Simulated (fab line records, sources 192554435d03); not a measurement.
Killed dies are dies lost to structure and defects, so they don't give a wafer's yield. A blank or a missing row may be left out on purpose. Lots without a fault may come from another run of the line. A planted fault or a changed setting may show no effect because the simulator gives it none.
Chamber matching | flow n5_finfet | N5_MOL_CONTACT_COAG_ALD_133 on ald_sin-03: 4 sister chambers
The step deposits SiO2, target thk 5 nm, pulse time 1 s, co reactant pulse time 1 s. 4 wafers are shown with their chamber, then 12 later ones without.

WAFERS WITH THEIR CHAMBER
wafer  | chamber | heater_power_w (W)
L088.5 | 3       | 86
L089.2 | 1       | 80
L090.4 | 0       | 67
L090.6 | 2       | 87

WAFERS WITHOUT THEIR CHAMBER
wafer  | heater_power_w (W)
L092.2 | 89
L092.3 | 86
L092.5 | 86
L096.1 | 67
L096.3 | 80
L096.4 | 87
L097.1 | 67
L097.2 | 88
L097.3 | 83
L097.4 | 87
L097.5 | 88
L097.6 | 88

WHICH CHAMBER EACH WENT THROUGH
wafer  | from the rows above          | in truth
L092.2 | can't be placed: 2 or 3      | 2
L092.3 | can't be placed: 3 or 2      | 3
L092.5 | can't be placed: 3 or 2      | 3
L096.1 | 0                            | 0
L096.3 | 1                            | 1
L096.4 | can't be placed: 2 or 3      | 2
L097.1 | 0                            | 0
L097.2 | can't be placed: 2 or 3      | 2
L097.3 | can't be placed: 1 or 3 or 2 | 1
L097.4 | can't be placed: 2 or 3      | 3
L097.5 | can't be placed: 2 or 3      | 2
L097.6 | can't be placed: 2 or 3      | 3
Placed correctly: 3 of 12. Can't be placed from these rows: 9 (the true chamber is among the candidates in 9). Placed wrongly: 0.
How it was worked out, from the rows above alone: a wafer's distance from a chamber is the root of the sum, over the readings, of the square of ((its reading less the chamber's mean) divided by the reading's scatter). The wafer belongs to the nearest chamber; if the next one is less than 2 further off, it can't be placed. A chamber's mean is the mean of its shown wafers. The scatter: with one shown wafer a chamber, the root of the mean of the squares of how far each hidden wafer lies from its nearest shown one.
